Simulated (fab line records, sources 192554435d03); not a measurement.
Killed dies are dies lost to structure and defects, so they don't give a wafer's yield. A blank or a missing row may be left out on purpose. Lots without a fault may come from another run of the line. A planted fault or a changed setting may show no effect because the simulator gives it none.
fab line records | flow n5_finfet
record lots=24 wafers=72 last_day=18
route steps=1938 shown BEOL_M0_SAQP@676 BEOL_M0_CUTY@710 BEOL_M0@721
lots that met no fault: from a run of the same line without faults
start_h: hours from the record's first day to the start of the lot's first wafer shown | wait_h: hours since the lot's step before | " the same as in the row above | L1.1+2: a row that stands for several wafers | - no value, or no start given | * or withheld: withheld | < > ~ a bound
route shown NAME@n: a module of which the file shows steps, and the number in the route of the first | usual: mean/standard deviation of fault-free wafers | same: alike in all rows | chamber/n: place in a boat | sites: the reading at each site | _std_site: their standard deviation | _edge_site: outer sites' mean less inner sites' | radius_mm: how far each site lies from the wafer's centre | mask NAME#n: copy n | behind: the tool/chamber that last shaped the wafer | hold: why the lot was held/for how many hours/how that ended | device: the transistor (n, p or np) that didn't switch | end of line: the same wafers' tests at the end of the route | a step without rows: its recipe alone | killed: dies lost to structure and defects at the first sort, not the wafer's yield | map: a wafer's dies, x killed, . not, _ none there
set.NAME: the setting as run; set.NAME@STEP: as run at that earlier step | model.NAME: the simulator's own value behind a step, which no gauge read
steps of the route over a sample of lots; a table a step, a row a wafer
services: from which hour (start_h, from the record's first day; less than 0 if before it) a tool's chamber was out of use, for how many hours, and why
## steps
# step N5_BEOL_M0_SAQP_SPACER2_ALD_26
# recipe material=SiO2 target_thk_a=150 temp_c=300 ald_precursor_family=BDEAS ald_co_reactant=O2-plasma pulse_time_s=1 purge_time_s=2 co_reactant_purge_time_s=2 pressure_torr=2
# usual heater_power_w=474/32 precursor_pulse_height_rel=1.000/0.021
# same co_reactant_purge_time_s=2
# columns lot.wafer tool chamber start_h wait_h heater_power_w precursor_pulse_height_rel
L074.3 ald_sin-02 1 114.04 0.8 473 1.007
L074.4 " 0 " " 431 0.998
L074.5 " 2 " " 478 1.006
L075.2 ald_sin-02 0 118.86 0.1 427 1.034
L075.5 " 2 " " 488 1.004
L075.6 " 1 " " 462 0.995
L076.1 ald_sin-01 3 134.73 0.1 522 0.997
L076.4 " 0 " " 520 1.017
L076.6 " 0 " " 504 1.006
L077.3 ald_sin-03 2 146.35 0.1 463 0.970
L077.5 " 2 " " 451 1.034
L077.6 " 3 " " 503 0.997
L078.1 ald_sin-02 2 149.54 1.1 463 0.979
L078.2 " 3 " " 423 1.013
L078.5 " 0 " " 419 0.956
L079.3 ald_sin-02 3 150.62 0.1 427 0.958
L079.4 " 1 " " 484 1.001
L079.6 " 2 " " 486 1.021
L080.3 ald_sin-01 2 150.87 0.1 500 1.032
L080.4 " 1 " " 516 1.017
L080.5 " 2 " " 497 1.007
L081.1 ald_sin-01 1 154.30 0.1 513 1.016
L081.5 " 1 " " 508 1.043
L081.6 " 2 " " 474 0.972
L082.2 ald_sin-03 0 160.29 0.1 485 1.022
L082.3 " 2 " " 458 0.974
L082.6 " 3 " " 496 0.976
L083.2 ald_sin-03 3 167.39 0.1 507 0.992
L083.5 " 0 " " 492 0.983
L083.6 " 3 " " 507 1.026
L084.1 ald_sin-01 2 176.20 0.1 506 1.010
L084.3 " 1 " " 510 0.987
L084.4 " 0 " " 512 1.034
L085.1 ald_sin-02 1 177.64 0.1 486 1.013
L085.4 " 3 " " 423 1.019
L085.6 " 3 " " 430 0.981
L086.1 ald_sin-02 1 194.71 0.1 485 1.034
L086.3 " 3 " " 419 0.980
L086.5 " 2 " " 479 1.010
L087.1 ald_sin-02 0 197.47 0.1 419 1.005
L087.4 " 2 " " 488 1.019
L087.5 " 2 " " 491 1.038
L088.1 ald_sin-01 1 204.35 0.6 493 0.954
L088.3 " 2 " " 474 1.016
L088.4 " 3 " " 498 0.990
L089.1 ald_sin-03 0 208.71 0.1 482 1.031
L089.4 " 2 " " 467 1.009
L089.5 " 0 " " 474 0.986
L090.1 ald_sin-01 3 213.31 0.1 508 1.007
L090.2 " 2 " " 480 1.014
L090.5 " 1 " " 492 0.997
L091.2 ald_sin-02 2 218.59 0.3 491 0.996
L091.3 " 3 " " 431 0.969
L091.6 " 2 " " 489 1.021
L092.2 ald_sin-03 0 220.45 0.1 480 0.994
L092.3 " 3 " " 513 1.006
L092.4 " 1 " " 430 0.994
L093.1 ald_sin-03 0 231.27 2.1 469 0.994
L093.3 " 3 " " 507 0.979
L093.6 " 1 " " 432 1.019
L094.2 ald_sin-03 0 235.09 2.7 482 1.006
L094.3 " 3 " " 516 0.999
L094.5 " 2 " " 458 1.029
L095.1 ald_sin-03 1 241.12 2.2 426 1.031
L095.3 " 2 " " 456 0.973
L095.4 " 0 " " 474 0.978
L097.1 ald_sin-03 0 248.96 0.9 473 1.016
L097.3 " 2 " " 462 0.991
L097.5 " 1 " " 433 1.009
L096.1 ald_sin-01 0 251.18 0.1 480 1.015
L096.3 " 2 " " 477 0.984
L096.5 " 1 " " 505 1.001
# step N5_BEOL_M0_SAQP_SPACER2_ETCHBACK_27
# recipe chemistry=CHF3/O2 mode=anisotropic_etchback target=SiO2 target_depth_a=225 time_s=11.25 pressure_mtorr=30 source_w=650 bias_w=170 Ar_flow_sccm=200 CHF3_flow_sccm=50 O2_flow_sccm=5 ion_energy_ev=200
# usual chamber_pressure_mTorr=30.000/0.027 drypump_motor_current_A=5.9/0.4 mfc_ar_sccm=200.0/0.62 oes_ar_750_au=0.75/0.062 oes_product_au=0.75/0.065 rf_vpp_V=525/8.6 showerhead_plenum_p_Torr=2.41/0.09 throttle_valve_pct=18.92/0.23
# columns lot.wafer tool chamber start_h wait_h chamber_pressure_mTorr drypump_motor_current_A mfc_ar_sccm oes_ar_750_au oes_product_au rf_hours_counter_h rf_vpp_V showerhead_plenum_p_Torr throttle_valve_pct
L074.3 rie_diel-05 2 114.59 0.3 30.026 5.6 199.3 0.68 0.69 217 539 2.47 19.06
L074.4 " 0 " " 30.034 5.5 200.4 0.76 0.77 115 537 2.32 19.07
L074.5 " 0 " " 29.967 5.6 199.7 0.77 0.77 - 536 2.32 19.08
L075.2 rie_diel-01 2 119.40 0.3 29.971 6.4 200.7 0.75 0.74 155 511 2.31 18.73
L075.5 " 0 " " 30.003 5.4 199.7 0.84 0.85 - 522 2.56 18.95
L075.6 " 1 " " 29.985 6.3 198.9 0.80 0.81 - 542 2.52 18.51
L076.1 rie_diel-01 3 135.28 0.3 29.961 5.7 200.3 0.73 0.73 185 519 2.50 18.79
L076.4 " 1 " " 30.003 6.3 199.4 0.79 0.80 138 540 2.52 18.52
L076.6 " 2 " " 29.990 6.3 200.1 0.75 0.75 - 512 2.31 18.75
L077.3 rie_diel-06 3 147.07 0.5 30.003 6.3 199.1 0.81 0.81 78 520 2.44 18.88
L077.5 " 2 " " 29.980 6.4 199.7 0.71 0.72 - 523 2.39 18.79
L077.6 " 3 " " 29.995 6.3 199.2 0.81 0.81 - 519 2.44 18.87
L078.1 rie_diel-05 2 150.11 0.3 30.015 5.6 199.3 0.68 0.68 228 537 2.47 19.09
L078.2 " 0 " " 30.009 5.5 200.1 0.75 0.77 126 536 2.32 19.08
L078.5 " 2 " " 29.999 5.6 198.8 0.68 0.68 - 536 2.47 19.09
L079.3 rie_diel-06 2 151.17 0.3 30.020 6.4 200.2 0.71 0.71 191 523 2.39 18.82
L079.4 " 3 " " 29.988 6.3 200.3 0.81 0.80 79 520 2.44 18.87
L079.6 " 0 " " 29.973 4.9 199.8 0.69 0.68 - 519 2.29 19.51
L080.3 rie_diel-01 1 151.42 0.3 29.976 6.3 200.2 0.78 0.80 144 539 2.52 18.53
L080.4 " 0 " " 29.976 5.4 201.0 0.84 0.84 - 520 2.55 18.98
L080.5 " 1 " " 30.043 6.3 199.2 0.79 0.79 - 541 2.52 18.52
L081.1 rie_diel-05 3 154.92 0.4 30.007 5.8 200.4 0.73 0.72 179 523 2.51 19.11
L081.5 " 1 " " 29.991 6.1 200.5 0.71 0.71 - 518 2.30 18.65
L081.6 " 0 " " 30.000 5.5 198.2 0.75 0.76 - 535 2.32 19.08
L082.2 rie_diel-06 1 160.85 0.3 30.007 5.9 200.2 0.88 0.87 35 525 2.47 18.85
L082.3 " 2 " " 29.963 6.3 199.7 0.72 0.72 194 524 2.39 18.79
L082.6 " 0 " " 29.992 4.9 200.7 0.69 0.68 - 519 2.29 19.53
L083.2 rie_diel-05 0 167.96 0.3 29.958 5.5 199.5 0.74 0.76 132 536 2.32 19.09
L083.5 " 1 " " 30.026 6.1 200.1 0.71 0.70 - 517 2.30 18.66
L083.6 " 2 " " 29.998 5.6 200.1 0.67 0.68 - 538 2.47 19.10
L084.1 rie_diel-05 2 176.75 0.3 30.013 5.6 200.0 0.67 0.68 237 539 2.47 19.10
L084.3 " 3 " " 30.015 5.8 200.2 0.73 0.72 185 524 2.51 19.11
L084.4 " 1 " " 29.980 6.1 200.9 0.71 0.71 217 518 2.30 18.67
L085.1 rie_diel-05 1 178.19 0.3 29.969 6.1 199.8 0.71 0.70 217 518 2.30 18.68
L085.4 " 2 " " 29.970 5.6 199.3 0.67 0.68 237 538 2.47 19.09
L085.6 " 1 " " 30.025 6.1 200.6 0.72 0.70 - 518 2.30 18.67
L086.1 rie_diel-06 1 195.25 0.3 30.015 5.8 199.2 0.86 0.85 46 524 2.46 18.86
L086.3 " 0 " " 30.024 4.9 201.2 0.68 0.67 253 518 2.29 19.54
L086.5 " 3 " " 30.003 6.3 200.1 0.79 0.79 - 520 2.44 18.91
L087.1 rie_diel-06 1 198.03 0.3 29.958 5.9 199.7 0.86 0.85 46 523 2.46 18.85
L087.4 " 2 " " 30.013 6.3 200.3 0.70 0.70 205 524 2.39 18.85
L087.5 " 0 " " 30.048 4.9 199.7 0.68 0.67 - 518 2.29 19.54
L088.1 rie_diel-01 2 205.01 0.4 29.997 6.3 200.6 0.73 0.73 181 512 2.30 18.76
L088.3 " 1 " " 30.027 6.3 200.9 0.77 0.79 160 539 2.51 18.54
L088.4 " 3 " " 30.017 5.7 200.2 0.72 0.71 205 519 2.49 18.85
L089.1 rie_diel-05 2 209.41 0.4 29.960 5.7 200.5 0.66 0.67 246 537 2.46 19.12
L089.4 " 3 " " 30.045 5.8 199.0 0.72 0.71 195 524 2.51 19.13
L089.5 " 2 " " 30.032 5.6 199.3 0.66 0.67 - 539 2.46 19.11
L090.1 rie_diel-05 1 213.98 0.4 30.028 6.1 200.3 0.71 0.70 228 518 2.29 18.68
L090.2 " 3 " " 30.016 5.8 200.3 0.72 0.72 196 523 2.50 19.15
L090.5 " 0 " " 29.993 5.5 198.3 0.74 0.75 - 536 2.31 19.11
L091.2 rie_diel-06 1 219.13 0.3 29.951 5.9 200.1 0.84 0.84 57 524 2.46 18.89
L091.3 " 3 " " 29.962 6.3 200.4 0.79 0.78 - 518 2.43 18.90
L091.6 " 3 " " 30.049 6.3 200.2 0.79 0.79 - 519 2.43 18.90
L092.2 rie_diel-01 0 221.01 0.3 29.983 5.5 200.6 0.80 0.80 84 520 2.54 19.02
L092.3 " 2 " " 29.980 6.4 200.5 0.73 0.72 185 511 2.30 18.76
L092.4 " 3 " " 29.998 5.8 200.0 0.70 0.70 209 520 2.49 18.85
L093.1 rie_diel-05 0 231.81 0.3 29.983 5.5 200.2 0.73 0.73 151 536 2.31 19.13
L093.3 " 3 " " 29.980 5.8 200.6 0.71 0.70 203 523 2.50 19.14
L093.6 " 1 " " 30.029 6.1 200.2 0.70 0.69 - 518 2.29 18.69
L094.2 rie_diel-06 2 235.64 0.3 29.994 6.4 202.1 0.70 0.69 209 523 2.39 18.81
L094.3 " 1 " " 29.993 5.8 200.0 0.83 0.82 63 523 2.46 18.88
L094.5 " 3 " " 30.000 6.3 200.2 0.78 0.77 - 518 2.43 18.90
L095.1 rie_diel-05 0 241.67 0.3 30.008 5.6 199.8 0.73 0.74 156 536 2.31 19.13
L095.3 " 3 " " 29.999 5.8 200.1 0.71 0.70 207 522 2.50 19.15
L095.4 " 2 " " 30.007 5.6 200.8 0.97 0.99 1 538 2.46 18.68
L097.1 rie_diel-06 1 249.52 0.3 30.007 5.8 200.6 0.83 0.82 69 525 2.45 18.91
L097.3 " 2 " " 30.040 6.3 199.2 0.70 0.69 215 525 2.38 18.85
L097.5 " 2 " " 29.998 6.4 199.1 0.70 0.70 - 522 2.39 18.83
L096.1 rie_diel-01 0 251.73 0.3 30.012 5.5 200.5 0.80 0.80 92 518 2.54 19.03
L096.3 " 1 " " 30.010 6.3 199.9 0.76 0.77 173 541 2.51 18.55
L096.5 " 3 " " 30.047 5.7 200.0 0.71 0.70 - 518 2.48 18.88
# step N5_BEOL_M0_CUTY_INSPECT_59
# recipe mode=adi inspect_instrument=macro
# usual raw_defect_count=2.3/1.5
# columns lot.wafer tool chamber start_h wait_h raw_defect_count
L074.3 defect_inspect-02 - 116.57 0.0 6
L074.4 " - " " 2
L074.5 " - " " 1
L075.2 defect_inspect-01 - 121.79 0.0 4
L075.5 " - " " 1
L075.6 " - " " 3
L076.1 defect_inspect-01 - 137.14 0.0 1
L076.4 " - " " 0
L076.6 " - " " 2
L077.3 defect_inspect-02 - 149.18 0.0 3
L077.5 " - " " 1
L077.6 " - " " 4
L078.1 defect_inspect-02 - 152.22 0.0 2
L078.2 " - " " 4
L078.5 " - " " 4
L079.3 defect_inspect-01 - 153.16 0.0 3
L079.4 " - " " 3
L079.6 " - " " 3
L080.3 defect_inspect-02 - 153.52 0.0 1
L080.4 " - " " 4
L080.5 " - " " 2
L081.1 defect_inspect-02 - 157.16 0.0 1
L081.5 " - " " 1
L081.6 " - " " 4
L082.2 defect_inspect-02 - 162.82 0.0 1
L082.3 " - " " 2
L082.6 " - " " 3
L083.2 defect_inspect-01 - 169.95 0.0 1
L083.5 " - " " 4
L083.6 " - " " 2
L084.1 defect_inspect-02 - 179.24 0.0 3
L084.3 " - " " 3
L084.4 " - " " 0
L085.1 defect_inspect-02 - 181.37 0.0 4
L085.4 " - " " 7
L085.6 " - " " 0
L086.1 defect_inspect-01 - 197.32 0.0 2
L086.3 " - " " 2
L086.5 " - " " 4
L087.1 defect_inspect-02 - 200.02 0.0 6
L087.4 " - " " 2
L087.5 " - " " 1
L088.1 defect_inspect-02 - 207.43 0.0 0
L088.3 " - " " 3
L088.4 " - " " 1
L089.1 defect_inspect-01 - 211.65 0.0 1
L089.4 " - " " 4
L089.5 " - " " 4
L090.1 defect_inspect-02 - 217.32 0.0 0
L090.2 " - " " 3
L090.5 " - " " 0
L091.2 defect_inspect-01 - 221.21 0.0 5
L091.3 " - " " 4
L091.6 " - " " 1
L092.2 defect_inspect-02 - 223.00 0.0 1
L092.3 " - " " 0
L092.4 " - " " 3
L093.1 defect_inspect-01 - 235.67 0.0 0
L093.3 " - " " 1
L093.6 " - " " 2
L094.2 defect_inspect-02 - 237.71 0.0 1
L094.3 " - " " 2
L094.5 " - " " 3
L095.1 defect_inspect-02 - 243.78 0.0 0
L095.3 " - " " 1
L095.4 " - " " 1
L097.1 defect_inspect-01 - 251.48 0.0 3
L097.3 " - " " 3
L097.5 " - " " 1
L096.1 defect_inspect-02 - 254.50 0.0 1
L096.3 " - " " 3
L096.5 " - " " 2
# step N5_BEOL_M0_TRENCH_ETCH_107
# recipe chemistry=C4F6/O2 target_depth_a=328 target=SiOC time_s=16.4 ion_energy_ev=250 pressure_mtorr=30 source_w=355 bias_w=185 Ar_flow_sccm=300 C4F6_flow_sccm=10 O2_flow_sccm=10
# usual chamber_pressure_mTorr=29.998/0.029 drypump_motor_current_A=5.9/0.49 mfc_ar_sccm=300.1/0.99 oes_ar_750_au=0.80/0.092 oes_product_au=0.80/0.095 rf_vpp_V=670/17 showerhead_plenum_p_Torr=2.85/0.1 throttle_valve_pct=20.79/0.23
# columns lot.wafer tool chamber start_h wait_h chamber_pressure_mTorr drypump_motor_current_A mfc_ar_sccm oes_ar_750_au oes_product_au rf_hours_counter_h rf_vpp_V showerhead_plenum_p_Torr throttle_valve_pct
L074.3 rie_diel-03 0 118.21 0.0 30.035 5.6 300.4 0.76 0.75 168 670 2.83 20.62
L074.4 " 3 " " 30.007 5.7 300.3 0.71 0.70 235 631 2.71 21.11
L074.5 " 0 " " 29.985 5.7 299.4 0.76 0.76 - 672 2.83 20.61
L075.2 rie_diel-04 0 123.42 0.0 30.018 6.7 300.6 0.68 0.68 235 682 2.70 21.16
L075.5 " 3 " " 29.992 6.5 299.3 0.91 0.93 - 688 2.93 21.01
L075.6 " 0 " " 29.981 6.7 300.6 0.68 0.69 - 681 2.70 21.17
L076.1 rie_diel-03 0 139.17 0.0 29.990 5.6 301.5 0.75 0.75 176 671 2.82 20.64
L076.4 " 1 " " 29.938 5.3 298.0 0.85 0.86 55 667 2.87 20.46
L076.6 " 2 " " 29.985 5.4 299.8 0.81 0.82 - 679 2.87 20.63
L077.3 rie_diel-04 3 151.57 0.0 29.963 6.4 300.5 0.89 0.91 25 686 2.93 21.01
L077.5 " 3 " " 29.983 6.4 300.2 0.90 0.90 - 687 2.93 21.01
L077.6 " 2 " " 29.991 5.7 299.7 0.71 0.71 - 668 2.69 20.92
L079.3 rie_diel-03 0 154.14 0.0 29.973 5.6 300.3 0.74 0.75 182 672 2.82 20.64
L079.4 " 3 " " 30.003 5.7 300.0 0.70 0.70 249 632 2.70 21.14
L079.6 " 1 " " 30.014 5.3 300.6 0.83 0.84 - 667 2.86 20.47
L080.3 rie_diel-03 3 154.50 0.0 30.005 5.7 300.8 0.71 0.70 249 632 2.70 21.14
L080.4 " 1 " " 29.969 5.3 299.2 0.84 0.85 62 667 2.86 20.48
L080.5 " 3 " " 30.028 5.7 300.6 0.71 0.70 - 631 2.70 21.15
L078.1 rie_diel-02 2 154.99 0.0 29.991 5.2 301.0 0.71 0.71 221 666 2.94 21.19
L078.2 " 1 " " 30.045 6.2 300.5 0.71 0.72 207 691 2.95 20.89
L078.5 " 2 " " 30.007 5.2 300.4 0.70 0.71 - 666 2.94 21.21
L081.1 rie_diel-03 2 160.46 0.0 29.957 5.4 299.1 0.81 0.80 92 681 2.87 20.62
L081.5 " 0 " " 29.986 5.7 299.6 0.75 0.74 - 672 2.82 20.64
L081.6 " 2 " " 29.983 5.4 299.9 0.81 0.80 - 682 2.87 20.64
L082.2 rie_diel-04 3 164.11 0.0 30.006 6.4 298.4 0.88 0.90 30 686 2.92 21.02
L082.3 " 1 " " 29.993 6.3 298.6 0.69 0.68 247 647 2.79 20.75
L082.6 " 0 " " 30.045 6.7 301.5 0.68 0.67 - 679 2.69 21.19
L083.2 rie_diel-04 1 172.46 0.0 29.971 6.3 301.2 0.68 0.68 252 648 2.79 20.75
L083.5 " 3 " " 30.032 6.5 300.5 0.88 0.89 - 688 2.92 21.02
L083.6 " 2 " " 29.979 5.6 300.2 0.70 0.71 - 669 2.68 20.94
L084.1 rie_diel-03 2 181.29 0.0 29.994 5.4 299.5 0.80 0.80 102 680 2.86 20.64
L084.3 " 3 " " 29.965 5.7 298.8 0.98 0.98 3 643 3.04 20.77
L084.4 " 0 " " 30.032 5.6 299.7 0.74 0.74 194 671 2.81 20.66
L085.1 rie_diel-02 1 182.59 0.0 30.048 6.2 297.6 0.70 0.72 214 690 2.95 20.90
L085.4 " 2 " " 30.008 5.2 301.9 0.70 0.71 230 665 2.93 21.23
L085.6 " 2 " " 29.987 5.2 300.8 0.71 0.70 - 666 2.93 21.21
L086.1 rie_diel-02 0 198.49 0.0 29.969 5.3 300.3 0.69 0.71 209 670 2.69 20.58
L086.3 " 3 " " 30.035 5.6 300.0 0.74 0.74 179 672 2.86 20.96
L086.5 " 1 " " 29.997 6.3 302.1 0.69 0.71 - 689 2.95 20.91
L087.1 rie_diel-04 3 204.30 0.0 30.019 6.4 300.3 0.86 0.88 47 687 2.92 21.04
L087.4 " 2 " " 30.004 5.6 299.5 0.69 0.69 239 669 2.68 20.94
L087.5 " 2 " " 29.989 5.6 299.9 0.69 0.69 - 668 2.68 20.94
L088.1 rie_diel-03 2 209.07 0.0 30.018 5.4 301.5 0.79 0.79 111 681 2.86 20.65
L088.3 " 0 " " 29.970 5.6 300.1 0.73 0.72 203 672 2.81 20.66
L088.4 " 1 " " 30.059 5.3 299.3 0.81 0.82 85 666 2.85 20.51
L089.1 rie_diel-03 0 212.36 0.0 29.979 5.6 301.8 0.73 0.73 204 672 2.81 20.67
L089.4 " 2 " " 30.008 5.5 300.8 0.79 0.79 113 679 2.86 20.66
L089.5 " 1 " " 30.034 5.3 297.6 0.81 0.82 - 667 2.85 20.52
L090.1 rie_diel-04 2 221.68 0.0 30.035 5.6 301.8 0.69 0.68 246 668 2.68 20.94
L090.2 " 1 " " 29.983 6.3 300.1 0.97 0.97 7 646 2.79 20.46
L090.5 " 3 " " 29.979 6.4 300.7 0.85 0.86 - 688 2.91 21.05
L092.2 rie_diel-03 2 226.32 0.0 30.018 5.4 298.5 0.79 0.78 117 680 2.85 20.67
L092.3 " 3 " " 29.981 5.7 301.1 0.94 0.93 13 643 3.03 20.80
L092.4 " 0 " " 29.989 5.6 301.0 0.72 0.72 208 671 2.81 20.69
L091.2 rie_diel-03 2 226.44 0.0 30.006 5.4 300.7 0.78 0.78 118 680 2.85 20.67
L091.3 " 3 " " 29.974 5.7 298.4 0.94 0.93 13 641 3.03 20.79
L091.6 " 3 " " 30.006 5.7 298.5 0.93 0.94 - 642 3.03 20.79
L093.1 rie_diel-04 0 236.37 0.0 30.003 6.7 300.5 0.89 0.90 20 693 3.02 20.85
L093.3 " 3 " " 29.958 6.4 299.9 0.84 0.85 58 687 2.91 21.06
L093.6 " 1 " " 30.041 6.3 299.9 0.94 0.96 - 646 2.79 20.46
L094.2 rie_diel-04 1 242.12 0.0 30.003 6.3 301.2 0.94 0.94 15 646 2.78 20.47
L094.3 " 0 " " 30.042 6.7 301.4 0.88 0.89 23 693 3.02 20.86
L094.5 " 3 " " 29.973 6.4 302.0 0.84 0.85 - 687 2.91 21.05
L095.1 rie_diel-04 0 245.49 0.0 29.996 6.7 300.5 0.88 0.89 25 692 3.02 20.85
L095.3 " 1 " " 30.013 6.3 299.5 0.93 0.95 17 646 2.78 20.45
L095.4 " 3 " " 29.985 6.4 301.5 0.84 0.85 - 687 2.91 21.08
L097.1 rie_diel-04 2 253.31 0.0 29.951 5.6 299.9 0.98 0.99 0 680 3.01 20.55
L097.3 " 3 " " 29.955 6.4 298.1 0.83 0.84 67 687 2.91 21.07
L097.5 " 2 " " 30.008 5.6 300.2 0.99 0.99 - 679 3.01 20.56
L096.1 rie_diel-02 1 257.07 0.0 29.930 6.2 301.0 0.69 0.70 243 690 2.94 20.94
L096.3 " 3 " " 30.018 5.6 300.9 0.73 0.71 202 672 2.85 21.01
L096.5 " 1 " " 29.994 6.2 300.7 0.69 0.69 - 690 2.94 20.94
# step N5_BEOL_M0_SPUTTER_141
# recipe material=Cu target_thk_a=40 temp_c=-20 chamber_pressure_pa=0.07 power_w=withheld time_s=7.37
# usual throttle_valve_pct=30.2/1.2
# columns lot.wafer tool chamber start_h wait_h throttle_valve_pct
L074.3 pvd_sputter-02 - 120.21 0.0 30.3
L074.4 " - " " 30.0
L074.5 " - " " 29.0
L075.2 pvd_sputter-02 - 128.57 0.0 30.3
L075.5 " - " " 32.5
L075.6 " - " " 28.9
L076.1 pvd_sputter-03 - 141.89 0.0 28.9
L076.4 " - " " 28.8
L076.6 " - " " 29.2
L077.3 pvd_sputter-01 - 154.06 0.0 28.4
L077.5 " - " " 30.3
L077.6 " - " " 30.5
L079.3 pvd_sputter-01 - 155.76 0.0 31.7
L079.4 " - " " 30.5
L079.6 " - " " 31.7
L080.3 pvd_sputter-01 - 156.54 0.0 30.1
L080.4 " - " " 31.4
L080.5 " - " " 28.2
L078.1 pvd_sputter-02 - 157.59 0.0 30.6
L078.2 " - " " 29.9
L078.5 " - " " 29.0
L081.1 pvd_sputter-01 - 164.01 0.0 31.4
L081.5 " - " " 28.0
L081.6 " - " " 30.1
L082.2 pvd_sputter-01 - 167.06 0.0 30.1
L082.3 " - " " 31.6
L082.6 " - " " 28.2
L083.2 pvd_sputter-02 - 174.53 0.0 30.5
L083.5 " - " " 29.9
L083.6 " - " " 32.0
L084.1 pvd_sputter-02 - 183.51 0.0 29.2
L084.3 " - " " 30.2
L084.4 " - " " 29.9
L085.1 pvd_sputter-01 - 186.06 0.0 30.4
L085.4 " - " " 30.0
L085.6 " - " " 30.1
L086.1 pvd_sputter-02 - 200.44 0.0 29.9
L086.3 " - " " 29.2
L086.5 " - " " 29.1
L087.1 pvd_sputter-02 - 206.06 0.0 29.9
L087.4 " - " " 30.1
L087.5 " - " " 30.6
L088.1 pvd_sputter-02 - 210.64 0.0 30.0
L088.3 " - " " 30.1
L088.4 " - " " 29.3
L089.1 pvd_sputter-02 - 214.33 0.0 29.7
L089.4 " - " " 32.0
L089.5 " - " " 29.3
L090.1 pvd_sputter-01 - 225.46 0.0 31.5
L090.2 " - " " 30.3
L090.5 " - " " 30.4
L092.2 pvd_sputter-01 - 227.92 0.0 28.0
L092.3 " - " " 31.7
L092.4 " - " " 30.4
L091.2 pvd_sputter-01 - 228.36 0.0 28.2
L091.3 " - " " 30.3
L091.6 " - " " 28.2
L093.1 pvd_sputter-02 - 237.77 0.0 32.3
L093.3 " - " " 30.0
L093.6 " - " " 30.2
L094.2 pvd_sputter-02 - 244.11 0.0 29.8
L094.3 " - " " 29.2
L094.5 " - " " 32.3
L095.1 pvd_sputter-02 - 247.71 0.0 30.0
L095.3 " - " " 29.3
L095.4 " - " " 32.2
L097.1 pvd_sputter-01 - 255.16 0.0 30.4
L097.3 " - " " 30.0
L097.5 " - " " 28.2
L096.1 pvd_sputter-01 - 260.38 0.0 30.5
L096.3 " - " " 31.2
L096.5 " - " " 31.6
# step N5_BEOL_M0_ANNEAL_119
# recipe temp_c=225 time_s=90 ambient=N2
# usual wafer_temp_C_max=226.0/0.4
# columns lot.wafer tool chamber start_h wait_h wafer_temp_C_max
L074.3 rtp_anneal-01 0 120.57 0.2 225.9
L074.4 " 0 " " 226.0
L074.5 " 0 " " 226.1
L075.2 rtp_anneal-02 0 129.02 0.3 226.1
L075.5 " 0 " " 226.6
L075.6 " 0 " " 226.2
L076.1 rtp_anneal-01 0 142.09 0.1 225.8
L076.4 " 0 " " 225.5
L076.6 " 0 " " 225.9
L077.3 rtp_anneal-01 0 154.34 0.1 225.8
L077.5 " 0 " " 225.6
L077.6 " 0 " " 226.0
L079.3 rtp_anneal-02 0 156.06 0.2 226.1
L079.4 " 0 " " 226.4
L079.6 " 0 " " 226.1
L080.3 rtp_anneal-01 0 156.83 0.1 225.6
L080.4 " 0 " " 225.6
L080.5 " 0 " " 225.8
L078.1 rtp_anneal-02 0 158.13 0.4 226.8
L078.2 " 0 " " 226.8
L078.5 " 0 " " 226.9
L081.1 rtp_anneal-02 0 164.20 0.1 226.6
L081.5 " 0 " " 226.5
L081.6 " 0 " " 226.7
L082.2 rtp_anneal-01 0 167.30 0.1 225.7
L082.3 " 0 " " 225.9
L082.6 " 0 " " 226.0
L083.2 rtp_anneal-01 0 175.87 1.2 225.4
L083.5 " 0 " " 226.0
L083.6 " 0 " " 225.4
L084.1 rtp_anneal-02 0 184.29 0.6 226.1
L084.3 " 0 " " 226.8
L084.4 " 0 " " 226.7
L085.1 rtp_anneal-01 0 186.27 0.1 225.6
L085.4 " 0 " " 225.9
L085.6 " 0 " " 225.7
L086.1 rtp_anneal-01 0 200.87 0.3 225.8
L086.3 " 0 " " 225.7
L086.5 " 0 " " 225.7
L087.1 rtp_anneal-01 0 206.26 0.1 225.8
L087.4 " 0 " " 225.8
L087.5 " 0 " " 225.5
L088.1 rtp_anneal-02 0 210.84 0.1 226.5
L088.3 " 0 " " 226.7
L088.4 " 0 " " 225.9
L089.1 rtp_anneal-02 0 214.52 0.1 226.3
L089.4 " 0 " " 226.5
L089.5 " 0 " " 226.6
L090.1 rtp_anneal-02 0 225.66 0.1 226.2
L090.2 " 0 " " 226.4
L090.5 " 0 " " 227.1
L092.2 rtp_anneal-01 0 229.64 1.5 225.9
L092.3 " 0 " " 225.6
L092.4 " 0 " " 225.6
L091.2 rtp_anneal-02 0 229.90 1.4 226.2
L091.3 " 0 " " 226.4
L091.6 " 0 " " 226.1
L093.1 rtp_anneal-01 0 238.39 0.5 225.8
L093.3 " 0 " " 226.1
L093.6 " 0 " " 226.0
L094.2 rtp_anneal-01 0 244.35 0.1 225.8
L094.3 " 0 " " 225.8
L094.5 " 0 " " 225.6
L095.1 rtp_anneal-01 0 247.91 0.1 226.0
L095.3 " 0 " " 225.8
L095.4 " 0 " " 226.1
L097.1 rtp_anneal-01 0 255.44 0.1 225.7
L097.3 " 0 " " 226.2
L097.5 " 0 " " 226.0
L096.1 rtp_anneal-01 0 260.58 0.1 225.4
L096.3 " 0 " " 225.9
L096.5 " 0 " " 226.1
## services
# columns tool chamber start_h hours kind
rie_diel-06 3 91.32 4.9 repair
ald_sin-01 2 96.95 11.7 repair
ald_sin-02 - 99.08 3.6 repair
ald_sin-03 - 100.48 6.1 pm
ald_sin-03 - 115.30 6.0 pm
ald_sin-02 - 119.38 2.8 pm
rie_diel-06 2 124.88 3.2 repair
pvd_sputter-01 - 137.17 2.2 repair
rie_diel-02 - 145.40 4.3 pm
rie_diel-05 0 157.45 2.8 repair
ald_sin-01 - 177.12 14.0 pm
rie_diel-03 3 189.80 9.6 repair
rie_diel-06 2 201.30 23.7 repair
rie_diel-06 3 202.27 7.3 repair
rie_diel-01 - 211.73 3.2 repair
ald_sin-01 - 213.84 28.1 pm
rie_diel-03 - 219.02 2.8 pm
pvd_sputter-01 - 231.67 2.2 repair
pvd_sputter-01 - 236.50 2.7 repair
ald_sin-02 2 239.54 22.8 repair
rie_diel-01 - 243.61 0.2 repair
ald_sin-01 1 255.32 3.2 repair
rie_diel-03 0 259.75 6.6 repair
ald_sin-02 3 260.01 3.4 repair
## key
fault none
